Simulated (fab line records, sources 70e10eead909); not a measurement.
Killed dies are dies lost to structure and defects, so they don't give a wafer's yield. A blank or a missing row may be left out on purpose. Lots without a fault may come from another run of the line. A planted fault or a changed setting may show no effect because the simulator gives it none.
Chamber matching | flow nand_harc | NHARC_A_CONTACT_DESCUM_74 on rie_diel-13: 4 sister chambers
The step chemistry O2, time 3 s. 24 wafers are shown with their chamber, then 12 later ones without.

WAFERS WITH THEIR CHAMBER
wafer  | chamber | drypump_motor_current_A (A) | showerhead_plenum_p_Torr (Torr) | oes_product_au (a.u.)
L074.1 | 1       | 6.1                         | 1.91                            | 0.987
L074.2 | 2       | 4.8                         | 1.86                            | 0.990
L074.5 | 1       | 6.1                         | 1.91                            | 0.978
L076.3 | 1       | 6.1                         | 1.91                            | 0.990
L076.4 | 0       | 6.1                         | 1.93                            | 1.018
L076.5 | 3       | 5.3                         | 2.01                            | 1.001
L078.1 | 1       | 6.1                         | 1.90                            | 0.984
L078.2 | 3       | 5.3                         | 2.01                            | 0.977
L078.5 | 2       | 4.8                         | 1.86                            | 0.982
L079.1 | 3       | 5.3                         | 2.01                            | 0.978
L079.3 | 2       | 4.8                         | 1.86                            | 0.990
L079.4 | 3       | 5.3                         | 2.01                            | 0.984
L081.1 | 2       | 4.8                         | 1.86                            | 1.004
L081.2 | 1       | 6.1                         | 1.90                            | 0.999
L081.3 | 3       | 5.3                         | 2.01                            | 0.981
L083.2 | 0       | 6.1                         | 1.93                            | 1.011
L083.4 | 3       | 5.3                         | 2.00                            | 0.986
L083.6 | 0       | 6.1                         | 1.93                            | 1.007
L085.4 | 2       | 4.8                         | 1.86                            | 0.990
L085.5 | 2       | 4.9                         | 1.86                            | 1.003
L085.6 | 1       | 6.1                         | 1.90                            | 1.009
L086.3 | 3       | 5.3                         | 2.00                            | 0.976
L086.4 | 2       | 4.8                         | 1.86                            | 0.987
L086.6 | 1       | 6.1                         | 1.90                            | 0.992

SIGNATURES (means of the wafers above)
reading                  | chamber 0 | chamber 1 | chamber 2 | chamber 3 | scatter within a chamber
drypump_motor_current_A  | 6.100     | 6.100     | 4.814     | 5.300     | 0.0207
showerhead_plenum_p_Torr | 1.9300    | 1.9043    | 1.8600    | 2.0071    | 0.00396
oes_product_au           | 1.01200   | 0.99129   | 0.99229   | 0.98329   | 0.00876
Rule: a wafer's distance from a chamber is the root of the sum, over the readings, of the square of ((its reading less the chamber's mean) divided by the reading's scatter). The wafer belongs to the nearest chamber; if the next one is less than 2 further off, it can't be placed. The scatter: the root of (the sum of the squares of (reading less its chamber's mean) over the shown wafers, divided by (wafers less chambers)).

WAFERS WITHOUT THEIR CHAMBER
wafer  | drypump_motor_current_A (A) | showerhead_plenum_p_Torr (Torr) | oes_product_au (a.u.)
L089.1 | 6.1                         | 1.90                            | 1.003
L089.3 | 6.1                         | 1.93                            | 1.016
L089.6 | 4.9                         | 1.85                            | 0.996
L092.1 | 6.1                         | 1.93                            | 1.006
L092.3 | 6.1                         | 1.90                            | 0.992
L092.6 | 5.3                         | 2.00                            | 0.988
L090.3 | 5.3                         | 2.00                            | 0.991
L090.4 | 6.1                         | 1.93                            | 1.007
L090.5 | 6.1                         | 1.90                            | 0.985
L097.3 | 6.1                         | 1.93                            | 1.019
L097.4 | 5.3                         | 2.00                            | 1.008
L097.6 | 4.8                         | 1.85                            | 1.009

WHICH CHAMBER EACH WENT THROUGH
wafer  | from the rows above | in truth
L089.1 | 1                   | 1
L089.3 | 0                   | 0
L089.6 | 2                   | 2
L092.1 | 0                   | 0
L092.3 | 1                   | 1
L092.6 | 3                   | 3
L090.3 | 3                   | 3
L090.4 | 0                   | 0
L090.5 | 1                   | 1
L097.3 | 0                   | 0
L097.4 | 3                   | 3
L097.6 | 2                   | 2
Placed correctly: 12 of 12. Can't be placed from these rows: 0. Placed wrongly: 0.
